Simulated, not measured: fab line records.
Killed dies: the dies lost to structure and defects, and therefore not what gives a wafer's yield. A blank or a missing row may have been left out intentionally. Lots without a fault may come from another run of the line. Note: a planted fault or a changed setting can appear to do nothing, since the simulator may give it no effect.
Matching of chambers ; flow n5_finfet ; N5_BEOL_M0_PRE_CLEAN_131 on cvd_co-01 has 3 sister chambers
The step time 15 s. 3 wafers are shown with their chamber, then 12 later ones without.

WAFERS PAIRED WITH THEIR CHAMBERS
wafer;chamber;heater_power_w (W)
L090.1;1;70
L090.3;0;102
L090.5;2;104

WAFERS WITH NO CHAMBER GIVEN
wafer;heater_power_w (W)
L091.1;106
L091.2;69
L091.4;105
L093.1;107
L093.5;105
L093.6;106
L094.2;69
L094.3;106
L094.5;104
L096.4;104
L096.5;69
L096.6;109

WHICH CHAMBER EACH WENT THROUGH
wafer;from the rows above;in truth
L091.1;can't be placed: 2 or 0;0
L091.2;1;1
L091.4;can't be placed: 2 or 0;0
L093.1;can't be placed: 2 or 0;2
L093.5;can't be placed: 2 or 0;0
L093.6;can't be placed: 2 or 0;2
L094.2;1;1
L094.3;can't be placed: 2 or 0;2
L094.5;can't be placed: 2 or 0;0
L096.4;can't be placed: 2 or 0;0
L096.5;1;1
L096.6;can't be placed: 2 or 0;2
3 of 12 placed correctly. Not placeable from these rows: 9 (in 9, the candidates include the true chamber). 0 placed wrongly.
How it was worked out, from the rows above alone: a wafer's distance from a chamber is the root of the sum, over the readings, of the square of ((its reading less the chamber's mean) divided by the reading's scatter). If the next closest chamber is less than 2 further off than the closest, the wafer can't be placed; otherwise it belongs to the closest. A chamber's mean is the mean of its shown wafers. The scatter (one wafer shown for each chamber): square how far every hidden wafer sits from the nearest shown wafer, average those squares and take the square root.
